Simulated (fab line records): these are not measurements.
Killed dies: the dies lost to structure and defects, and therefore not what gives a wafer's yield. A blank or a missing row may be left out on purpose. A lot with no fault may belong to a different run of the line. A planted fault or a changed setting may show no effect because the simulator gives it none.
Comparing a struck lot with a sound one -- flow nand harc -- 21 out of 1302 route steps
Sound: wafers L465.1, L465.3, L465.5. Wafers L470.2, L470.4, L470.6 were the ones struck. The cause is named last.
Order at every step that has rows: each side's tool, ch and its chambers, its first start. Under that, the readings that differ: sound wafers -- struck wafers -- difference of the means -- sigmas: that difference in standard deviations of wafers without a fault.
alike: readings whose means differ by less than 2 such deviations, and words and numbers that are the same on both sides. not compared: withheld readings, readings that some wafer has no value for, bounds like >300 that may hide the same value, and numbers for which the record gives no deviation and whose values overlap.
The two part at a step that has a row with sigmas, a row that says differs or no value, or rows on one side only. Numbers that don't overlap but have no deviation are shown without sigmas and don't part them. A reading that every wafer of one side lacks parts them only if that side has two wafers or more.

first, 1 step without rows for these wafers: NHARC_A_SLIT_DEVELOP_08 (develop time 35 s).
NHARC_A_SLIT_CD_MEAS_09: target cd 300 nm.
  sound on cd sem-03 ch 0, day 22 08:34; struck on cd sem-02 ch 0, day 23 13:56
  alike: cd nm
NHARC_A_SLIT_OVL_MEAS_10:
  sound on overlay-02 at day 22 08:40; struck on overlay-01 at day 23 14:01
  alike: overlay x nm, overlay y nm
NHARC_A_SLIT_INSPECT_11:
  sound on defect inspect-02 at day 22 08:41; struck on defect inspect-02 at day 23 14:03
  alike: raw defect count
NHARC_A_SLIT_DESCUM_14: chemistry O2, time 3 s.
  sound on rie diel-03 ch 0,3, day 22 08:46; struck on rie diel-11 ch 1,2, day 23 14:07
  alike: drypump motor current A, oes product au, rf vpp V, showerhead plenum p Torr, throttle valve pct
  not compared: rf hours counter h
NHARC_A_SLIT_ETCH_24: etches the open film in CF4/CHF3, target depth 121 nm, time 60.5 s.
  sound on rie diel-03 ch 0,1,2, day 22 08:51; struck on rie diel-11 ch 0,1, day 23 14:12
  alike: drypump motor current A, oes product au, rf vpp V, showerhead plenum p Torr, throttle valve pct
  not compared: rf hours counter h
NHARC_A_SLIT_ETCH_15: etches the open film in O2/COS, target depth 6200 nm, time 1612 s.
  sound on rie diel-03 ch 1,3; struck on rie diel-11 ch 0,2,3
  alike: drypump motor current A, oes product au, rf vpp V, showerhead plenum p Torr, throttle valve pct
  not compared: rf hours counter h
NHARC_A_SLIT_ETCH_17: etches the open film in C4F8/O2/Ar, time 4254.5 s, target depth 20300 nm.
  sound on har etch-02 ch 0,1, day 22 10:38; struck on har etch-02 ch 0,1, day 23 15:59
  alike: drypump motor current A, showerhead plenum p Torr, throttle valve pct
  not compared: rf hours counter h
NHARC_A_SLIT_ETCH_26: etches the open film in C4F8/O2/Ar, time 90 s, target depth 400 nm.
  sound on har etch-02 ch 0,1, day 22 14:16; struck on har etch-02 ch 0,1, day 23 19:04
  alike: drypump motor current A, showerhead plenum p Torr, throttle valve pct
  not compared: rf hours counter h
then, 3 steps without rows for these wafers: NHARC_A_SLIT_STRIP_28 (strips in O2/COS); NHARC_A_SLIT_ETCH_29 (etches the open film in CF4/O2, target depth 100 nm, overetch 10 nm, time 55 s); NHARC_A_SLIT_STRIP_18 (strips in O2).
NHARC_A_SLIT_PRECLEAN_19: cleans in SC1.
  sound on wet bench-02 ch 0,6,7, day 22 15:33; struck on wet bench-02 ch 2,4,5, day 23 20:19
  alike: diw flow mL min
then, 1 step without rows for these wafers: NHARC_A_SLIT_SRD_20.
NHARC_A_SLIT_CD_MEAS_21:
  sound on cd sem-03 at day 22 15:41; struck on cd sem-03 at day 23 20:29
  alike: cd nm
then, 3 steps without rows for these wafers: NHARC_A_SIN_REMOVE_WET_00 (chemistry H3PO4, time 15300 s); NHARC_A_SIN_REMOVE_PRECLEAN_01 (cleans in SC1); NHARC_A_SIN_REMOVE_SRD_02.
NHARC_A_SIN_REMOVE_INSPECT_04:
  sound on defect inspect-01 at day 22 22:17; struck on defect inspect-02 at day 24 03:02
reading,sound,struck,difference,sigmas
raw defect count,539 386 383,1303 1416 1407,+939,+13
then, 1 step without rows for these wafers: NHARC_A_WL_FILL_ALD_00 (deposits Al2O3, target thk 3 nm, pulse time 3 s, ald cycles 30).
-- break in the record here, with 4 days between the starts of the struck wafers on either side (left off in module A_WL_FILL, picked up again in module END, where the first step shown is number 1302 on the route) --
NHARC_END_SORT_01:
  here the record holds rows for the struck wafers (prober-01 ch 0, day 28 06:08) but none for the sound ones

WHERE THEY PART
Last at NHARC_END_SORT_01 as far as this record goes, first at NHARC_A_SIN_REMOVE_INSPECT_04.

WHY: whatever the simulator had introduced
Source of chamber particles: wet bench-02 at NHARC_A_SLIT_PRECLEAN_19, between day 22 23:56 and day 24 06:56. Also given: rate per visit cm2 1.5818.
